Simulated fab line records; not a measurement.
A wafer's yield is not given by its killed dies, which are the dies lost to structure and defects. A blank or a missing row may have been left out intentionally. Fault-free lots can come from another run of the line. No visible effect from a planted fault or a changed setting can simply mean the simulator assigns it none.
Which tool is to blame? :: flow nandHarc :: 33 wafers from 11 lots sampled at 6 of the route's 1159 steps

WHAT THE GAUGES READ, wafer by wafer
NHARC_P_GATE_CD_MEAS_46: target cd 720 nm. Usual: 720.0 nm for cdNm, sd 2.3.
lot: L861
measured: day 5 02:57
on: cdSem-01
cdNm (nm): 718.5 720.6 719.7
flag: 

lot: L860
measured: day 5 03:27
on: cdSem-03
cdNm (nm): 719.9 718.6 720.1
flag: 

lot: L864
measured: day 6 02:41
on: cdSem-03
cdNm (nm): 719.9 720.4 717.8
flag: 

lot: L865
measured: day 6 19:37
on: cdSem-02
cdNm (nm): - - -
flag: OFF

lot: L868
measured: day 7 08:31
on: cdSem-01
cdNm (nm): 722.1 721.1 721.4
flag: 

lot: L877
measured: day 9 10:01
on: cdSem-01
cdNm (nm): 718.4 716.7 718.8
flag: 

lot: L876
measured: day 9 08:22
on: cdSem-02
cdNm (nm): 719.1 720.5 720.0
flag: 

lot: L878
measured: day 9 18:06
on: cdSem-01
cdNm (nm): 719.9 717.7 719.4
flag: 

lot: L879
measured: day 9 19:19
on: cdSem-02
cdNm (nm): 722.6 725.6 724.8
flag: 

lot: L883
measured: day 10 21:54
on: cdSem-02
cdNm (nm): 722.7 720.1 720.0
flag: 

lot: L882
measured: day 10 23:58
on: cdSem-03
cdNm (nm): 720.2 721.6 717.9
flag: 

NHARC_END_SORT_01. Usual: killedAtArray 31, standard deviation 11; killedAtOther 0.5, standard deviation 0.78; killedAtPeriphery 3.0, standard deviation 2; killedDies 34, standard deviation 12; killedOpen 3.2, standard deviation 2; killedShort 1.9, standard deviation 1.6.
lot: L860
measured: day 19 21:25
on: prober-02
killedAtArray: 15 18 24
killedAtOther: 0 0 3
killedAtPeriphery: 2 4 4
killedDies: 17 22 31
killedOpen: 1 3 4
killedShort: 2 3 1
flag: 

lot: L865
measured: day 21 01:28
on: prober-02
killedAtArray: 24 23 32
killedAtOther: 1 2 1
killedAtPeriphery: 652 652 644
killedDies: 677 677 677
killedOpen: 2 2 7
killedShort: 3 1 3
flag: OFF

lot: L876
measured: day 24 05:12
on: prober-02
killedAtArray: 34 28 31
killedAtOther: 0 1 1
killedAtPeriphery: 3 0 1
killedDies: 37 29 33
killedOpen: 2 1 4
killedShort: 2 1 3
flag: 

lot: L879
measured: day 24 04:29
on: prober-01
killedAtArray: 15 21 17
killedAtOther: 0 0 0
killedAtPeriphery: 2 1 2
killedDies: 17 22 19
killedOpen: 1 4 3
killedShort: 5 1 2
flag: 

WHICH TOOL RAN EACH LOT (tool, then ch and the chambers of the sampled wafers, then the start)
lot: L861
NHARC_P_GATE_DESCUM_31: rieDiel-03 ch 1,2,3, day 4 15:14
NHARC_P_GATE_HM_OPEN_105: rieDiel-03 ch 0,1,2, day 5 02:47 or earlier
NHARC_P_GATE_ETCH_114: rieDiel-03 ch 0,1,3, day 5 02:47 or earlier
NHARC_P_GATE_EXPOSE_43: krfScanner-04 ch 0, day 5 02:47

lot: L860
NHARC_P_GATE_DESCUM_31: rieDiel-04 ch 1,2, day 4 15:40
NHARC_P_GATE_HM_OPEN_105: rieDiel-04 ch 1,2,3, day 5 03:17 or earlier
NHARC_P_GATE_ETCH_114: rieDiel-04 ch 0,2,3, day 5 03:17 or earlier
NHARC_P_GATE_EXPOSE_43: krfScanner-01 ch 0, day 5 03:17

lot: L864
NHARC_P_GATE_DESCUM_31: rieDiel-01 ch 0,1, day 5 14:51
NHARC_P_GATE_HM_OPEN_105: rieDiel-01 ch 1,2,3, day 6 02:32 or earlier
NHARC_P_GATE_ETCH_114: rieDiel-01 ch 0,1, day 6 02:32 or earlier
NHARC_P_GATE_EXPOSE_43: krfScanner-02 ch 0, day 6 02:32

lot: L865
NHARC_P_GATE_DESCUM_31: rieDiel-01 ch 0,1,3, day 6 07:28
NHARC_P_GATE_HM_OPEN_105: rieDiel-01 ch 0,2,3, day 6 19:27 or earlier
NHARC_P_GATE_ETCH_114: rieDiel-01 ch 0,2,3, day 6 19:27 or earlier
NHARC_P_GATE_EXPOSE_43: krfScanner-02 ch 0, day 6 19:27

lot: L868
NHARC_P_GATE_DESCUM_31: rieDiel-04 ch 0,1,3, day 6 20:37
NHARC_P_GATE_HM_OPEN_105: rieDiel-04 ch 2,3, day 7 08:22 or earlier
NHARC_P_GATE_ETCH_114: rieDiel-04 ch 0,1, day 7 08:22 or earlier
NHARC_P_GATE_EXPOSE_43: krfScanner-02 ch 0, day 7 08:22

lot: L877
NHARC_P_GATE_DESCUM_31: rieDiel-03 ch 0,3, day 8 20:04
NHARC_P_GATE_HM_OPEN_105: rieDiel-03 ch 1,2, day 9 09:51 or earlier
NHARC_P_GATE_ETCH_114: rieDiel-03 ch 1,3, day 9 09:51 or earlier
NHARC_P_GATE_EXPOSE_43: krfScanner-02 ch 0, day 9 09:51

lot: L876
NHARC_P_GATE_DESCUM_31: rieDiel-03 ch 1,3, day 8 20:47
NHARC_P_GATE_HM_OPEN_105: rieDiel-03 ch 0,2, day 9 08:13 or earlier
NHARC_P_GATE_ETCH_114: rieDiel-03 ch 0,2,3, day 9 08:13 or earlier
NHARC_P_GATE_EXPOSE_43: krfScanner-04 ch 0, day 9 08:13

lot: L878
NHARC_P_GATE_DESCUM_31: rieDiel-03 ch 0,1,3, day 9 06:28
NHARC_P_GATE_HM_OPEN_105: rieDiel-03 ch 0,2,3, day 9 17:57 or earlier
NHARC_P_GATE_ETCH_114: rieDiel-03 ch 1,2,3, day 9 17:57 or earlier
NHARC_P_GATE_EXPOSE_43: krfScanner-02 ch 0, day 9 17:57

lot: L879
NHARC_P_GATE_DESCUM_31: rieDiel-04 ch 0,3, day 9 06:40
NHARC_P_GATE_HM_OPEN_105: rieDiel-04 ch 2,3, day 9 19:09 or earlier
NHARC_P_GATE_ETCH_114: rieDiel-04 ch 0,1,2, day 9 19:09 or earlier
NHARC_P_GATE_EXPOSE_43: krfScanner-04 ch 0, day 9 19:09

lot: L883
NHARC_P_GATE_DESCUM_31: rieDiel-01 ch 0,1,3, day 10 10:02
NHARC_P_GATE_HM_OPEN_105: rieDiel-01 ch 0,1,2, day 10 21:44 or earlier
NHARC_P_GATE_ETCH_114: rieDiel-01 ch 0,3, day 10 21:44 or earlier
NHARC_P_GATE_EXPOSE_43: krfScanner-04 ch 0, day 10 21:44

lot: L882
NHARC_P_GATE_DESCUM_31: rieDiel-01 ch 0,1, day 10 10:41
NHARC_P_GATE_HM_OPEN_105: rieDiel-01 ch 0,1, day 10 23:49 or earlier
NHARC_P_GATE_ETCH_114: rieDiel-01 ch 0,1,3, day 10 23:49 or earlier
NHARC_P_GATE_EXPOSE_43: krfScanner-02 ch 0, day 10 23:49
- NHARC_P_GATE_DESCUM_31: chemistry O2, time 3 s.
- NHARC_P_GATE_HM_OPEN_105: chemistry O2/COS, target depth 360 nm.
- NHARC_P_GATE_ETCH_114: etches the open film in CF4/O2, target depth 30 nm, overetch 3 nm, time 16.5 s.
- NHARC_P_GATE_EXPOSE_43: exposes mask P NSD, target cd 720 nm.

AS READ BY THE TOOLS THEMSELVES (means over the sampled wafers that have a number; for cases with no such wafer, the mark the record gives instead)
NHARC_P_GATE_DESCUM_31. Usual: drypumpMotorCurrentA 5.6 A, standard deviation 0.41; oesProductAu 1.002 a.u., standard deviation 0.014; rfVppV 57.8 V, standard deviation 0.91; showerheadPlenumPTorr 1.91 Torr, standard deviation 0.087; throttleValvePct 11.311 %, standard deviation 0.0087.
lot: L861
tool: rieDiel-03
drypumpMotorCurrentA (A): 5.8
oesProductAu (a.u.): 1.000
rfVppV (V): 57.4
showerheadPlenumPTorr (Torr): 1.87
throttleValvePct (%): 11.308
flag: 

lot: L860
tool: rieDiel-04
drypumpMotorCurrentA (A): 5.6
oesProductAu (a.u.): 1.010
rfVppV (V): 57.4
showerheadPlenumPTorr (Torr): 1.92
throttleValvePct (%): 11.319
flag: 

lot: L864
tool: rieDiel-01
drypumpMotorCurrentA (A): 5.6
oesProductAu (a.u.): 0.988
rfVppV (V): 57.5
showerheadPlenumPTorr (Torr): 1.91
throttleValvePct (%): 11.308
flag: 

lot: L865
tool: rieDiel-01
drypumpMotorCurrentA (A): 5.4
oesProductAu (a.u.): 0.996
rfVppV (V): 57.9
showerheadPlenumPTorr (Torr): 1.86
throttleValvePct (%): 11.310
flag: 

lot: L868
tool: rieDiel-04
drypumpMotorCurrentA (A): 5.5
oesProductAu (a.u.): 1.000
rfVppV (V): 58.8
showerheadPlenumPTorr (Torr): 1.98
throttleValvePct (%): 11.301
flag: 

lot: L877
tool: rieDiel-03
drypumpMotorCurrentA (A): 5.3
oesProductAu (a.u.): 0.993
rfVppV (V): 58.2
showerheadPlenumPTorr (Torr): 1.86
throttleValvePct (%): 11.317
flag: 

lot: L876
tool: rieDiel-03
drypumpMotorCurrentA (A): 5.5
oesProductAu (a.u.): 1.002
rfVppV (V): 59.2
showerheadPlenumPTorr (Torr): 1.92
throttleValvePct (%): 11.304
flag: 

lot: L878
tool: rieDiel-03
drypumpMotorCurrentA (A): 5.4
oesProductAu (a.u.): 0.994
rfVppV (V): 57.5
showerheadPlenumPTorr (Torr): 1.89
throttleValvePct (%): 11.305
flag: 

lot: L879
tool: rieDiel-04
drypumpMotorCurrentA (A): 5.2
oesProductAu (a.u.): 1.008
rfVppV (V): 57.7
showerheadPlenumPTorr (Torr): 1.99
throttleValvePct (%): 11.304
flag: 

lot: L883
tool: rieDiel-01
drypumpMotorCurrentA (A): 5.4
oesProductAu (a.u.): 1.005
rfVppV (V): 58.6
showerheadPlenumPTorr (Torr): 1.95
throttleValvePct (%): 11.308
flag: 

lot: L882
tool: rieDiel-01
drypumpMotorCurrentA (A): 5.6
oesProductAu (a.u.): 0.999
rfVppV (V): 58.3
showerheadPlenumPTorr (Torr): 2.00
throttleValvePct (%): 11.314
flag: 

NHARC_P_GATE_HM_OPEN_105. Usual: for biasW, 299.9 W with a standard deviation of 0.96; for drypumpMotorCurrentA, 5.6 A with a standard deviation of 0.4; for oesProductAu, 1.002 a.u. with a standard deviation of 0.015; for rfFwdPowerW, 497.8 W with a standard deviation of 1.4; for rfVppV, 466.8 V with a standard deviation of 3; for showerheadPlenumPTorr, 3.11 Torr with a standard deviation of 0.13; for throttleValvePct, 28.330 % with a standard deviation of 0.0077.
lot: L861
tool: rieDiel-03
biasW (W): 301.0
drypumpMotorCurrentA (A): 5.6
oesProductAu (a.u.): 1.016
rfFwdPowerW (W): 496.9
rfVppV (V): 465.8
showerheadPlenumPTorr (Torr): 3.08
throttleValvePct (%): 28.329
flag: 

lot: L860
tool: rieDiel-04
biasW (W): 300.4
drypumpMotorCurrentA (A): 5.7
oesProductAu (a.u.): 0.992
rfFwdPowerW (W): 497.3
rfVppV (V): 466.9
showerheadPlenumPTorr (Torr): 3.16
throttleValvePct (%): 28.344
flag: 

lot: L864
tool: rieDiel-01
biasW (W): 299.6
drypumpMotorCurrentA (A): 5.5
oesProductAu (a.u.): 0.984
rfFwdPowerW (W): 497.1
rfVppV (V): 464.3
showerheadPlenumPTorr (Torr): 3.03
throttleValvePct (%): 28.334
flag: 

lot: L865
tool: rieDiel-01
biasW (W): 300.8
drypumpMotorCurrentA (A): 5.6
oesProductAu (a.u.): 0.993
rfFwdPowerW (W): 498.1
rfVppV (V): 468.0
showerheadPlenumPTorr (Torr): 3.14
throttleValvePct (%): 28.329
flag: 

lot: L868
tool: rieDiel-04
biasW (W): 298.8
drypumpMotorCurrentA (A): 5.5
oesProductAu (a.u.): 0.998
rfFwdPowerW (W): 497.3
rfVppV (V): 467.6
showerheadPlenumPTorr (Torr): 3.13
throttleValvePct (%): 28.325
flag: 

lot: L877
tool: rieDiel-03
biasW (W): 300.0
drypumpMotorCurrentA (A): 5.7
oesProductAu (a.u.): 1.007
rfFwdPowerW (W): 496.3
rfVppV (V): 466.5
showerheadPlenumPTorr (Torr): 3.12
throttleValvePct (%): 28.332
flag: 

lot: L876
tool: rieDiel-03
biasW (W): 299.8
drypumpMotorCurrentA (A): 5.5
oesProductAu (a.u.): 1.013
rfFwdPowerW (W): 498.7
rfVppV (V): 465.5
showerheadPlenumPTorr (Torr): 3.02
throttleValvePct (%): 28.333
flag: 

lot: L878
tool: rieDiel-03
biasW (W): 300.7
drypumpMotorCurrentA (A): 5.7
oesProductAu (a.u.): 0.997
rfFwdPowerW (W): 497.7
rfVppV (V): 464.1
showerheadPlenumPTorr (Torr): 2.99
throttleValvePct (%): 28.327
flag: 

lot: L879
tool: rieDiel-04
biasW (W): 299.7
drypumpMotorCurrentA (A): 5.5
oesProductAu (a.u.): 0.995
rfFwdPowerW (W): 497.6
rfVppV (V): 467.1
showerheadPlenumPTorr (Torr): 3.14
throttleValvePct (%): 28.328
flag: 

lot: L883
tool: rieDiel-01
biasW (W): 299.3
drypumpMotorCurrentA (A): 5.7
oesProductAu (a.u.): 1.000
rfFwdPowerW (W): 497.8
rfVppV (V): 470.0
showerheadPlenumPTorr (Torr): 3.25
throttleValvePct (%): 28.332
flag: 

lot: L882
tool: rieDiel-01
biasW (W): 300.1
drypumpMotorCurrentA (A): 5.5
oesProductAu (a.u.): 1.000
rfFwdPowerW (W): 499.1
rfVppV (V): 470.6
showerheadPlenumPTorr (Torr): 3.31
throttleValvePct (%): 28.328
flag: 

NHARC_P_GATE_ETCH_114. Usual: for biasW, 100.01 W with a standard deviation of 0.29; for drypumpMotorCurrentA, 5.6 A with a standard deviation of 0.41; for oesProductAu, 1.002 a.u. with a standard deviation of 0.016; for rfFwdPowerW, 293.2 W with a standard deviation of 1.2; for rfVppV, 197.5 V with a standard deviation of 1.4; for showerheadPlenumPTorr, 1.32 Torr with a standard deviation of 0.059; for throttleValvePct, 13.397 % with a standard deviation of 0.0083.
lot: L861
tool: rieDiel-03
biasW (W): 99.81
drypumpMotorCurrentA (A): 5.4
oesProductAu (a.u.): 0.990
rfFwdPowerW (W): 292.8
rfVppV (V): 197.8
showerheadPlenumPTorr (Torr): 1.32
throttleValvePct (%): 13.399
flag: 

lot: L860
tool: rieDiel-04
biasW (W): 99.96
drypumpMotorCurrentA (A): 5.3
oesProductAu (a.u.): 0.987
rfFwdPowerW (W): 292.8
rfVppV (V): 197.9
showerheadPlenumPTorr (Torr): 1.37
throttleValvePct (%): 13.393
flag: 

lot: L864
tool: rieDiel-01
biasW (W): 99.96
drypumpMotorCurrentA (A): 5.5
oesProductAu (a.u.): 0.981
rfFwdPowerW (W): 293.9
rfVppV (V): 197.4
showerheadPlenumPTorr (Torr): 1.29
throttleValvePct (%): 13.397
flag: 

lot: L865
tool: rieDiel-01
biasW (W): 100.05
drypumpMotorCurrentA (A): 5.6
oesProductAu (a.u.): 0.992
rfFwdPowerW (W): 293.3
rfVppV (V): 198.3
showerheadPlenumPTorr (Torr): 1.34
throttleValvePct (%): 13.403
flag: 

lot: L868
tool: rieDiel-04
biasW (W): 100.14
drypumpMotorCurrentA (A): 5.6
oesProductAu (a.u.): 0.998
rfFwdPowerW (W): 292.8
rfVppV (V): 198.9
showerheadPlenumPTorr (Torr): 1.38
throttleValvePct (%): 13.393
flag: 

lot: L877
tool: rieDiel-03
biasW (W): 100.08
drypumpMotorCurrentA (A): 5.6
oesProductAu (a.u.): 0.996
rfFwdPowerW (W): 294.2
rfVppV (V): 196.5
showerheadPlenumPTorr (Torr): 1.30
throttleValvePct (%): 13.396
flag: 

lot: L876
tool: rieDiel-03
biasW (W): 99.91
drypumpMotorCurrentA (A): 5.7
oesProductAu (a.u.): 1.010
rfFwdPowerW (W): 293.4
rfVppV (V): 196.6
showerheadPlenumPTorr (Torr): 1.28
throttleValvePct (%): 13.403
flag: 

lot: L878
tool: rieDiel-03
biasW (W): 99.50
drypumpMotorCurrentA (A): 5.8
oesProductAu (a.u.): 1.012
rfFwdPowerW (W): 293.7
rfVppV (V): 196.8
showerheadPlenumPTorr (Torr): 1.30
throttleValvePct (%): 13.396
flag: 

lot: L879
tool: rieDiel-04
biasW (W): 99.86
drypumpMotorCurrentA (A): 5.4
oesProductAu (a.u.): 1.002
rfFwdPowerW (W): 292.8
rfVppV (V): 197.4
showerheadPlenumPTorr (Torr): 1.36
throttleValvePct (%): 13.395
flag: 

lot: L883
tool: rieDiel-01
biasW (W): 99.96
drypumpMotorCurrentA (A): 5.5
oesProductAu (a.u.): 0.992
rfFwdPowerW (W): 291.7
rfVppV (V): 197.3
showerheadPlenumPTorr (Torr): 1.34
throttleValvePct (%): 13.398
flag: 

lot: L882
tool: rieDiel-01
biasW (W): 100.01
drypumpMotorCurrentA (A): 5.4
oesProductAu (a.u.): 0.998
rfFwdPowerW (W): 292.5
rfVppV (V): 199.0
showerheadPlenumPTorr (Torr): 1.36
throttleValvePct (%): 13.397
flag: 

THE ANSWER, worked out from the rows above alone
Rule: take the mean of a lot's wafers that have a number; if it is more than 3 standard deviations from the usual mean, the lot is off. Also off: a lot with no number at a reading for which 4 or more lots have one. The other lots that the step has rows for count as sound. The gauges are gone through in route order, then the tools' own readings, and for those a lot's mean is taken as printed above. The first step at which some lot is off is used, and at that step the reading that is off furthest; a lot without a number counts as furthest.
Off: L865, at NHARC_P_GATE_CD_MEAS_46 (cdNm). Without a number there: L865.
A tool fits if, at a process step before that reading, it ran every lot that is off, and no sound lot after the first of them. The gauges at NHARC_P_GATE_CD_MEAS_46 aren't tried: what is off there is off at NHARC_END_SORT_01 too, on other tools, and a gauge's error can't cause that. NHARC_P_GATE_HM_OPEN_105: start missing for some lots; hours and lot order therefore follow NHARC_P_GATE_EXPOSE_43. NHARC_P_GATE_ETCH_114: start missing for some lots; hours and lot order therefore follow NHARC_P_GATE_EXPOSE_43. Not one of the candidates tried fits.

WHAT THE SIMULATOR HAD INSERTED
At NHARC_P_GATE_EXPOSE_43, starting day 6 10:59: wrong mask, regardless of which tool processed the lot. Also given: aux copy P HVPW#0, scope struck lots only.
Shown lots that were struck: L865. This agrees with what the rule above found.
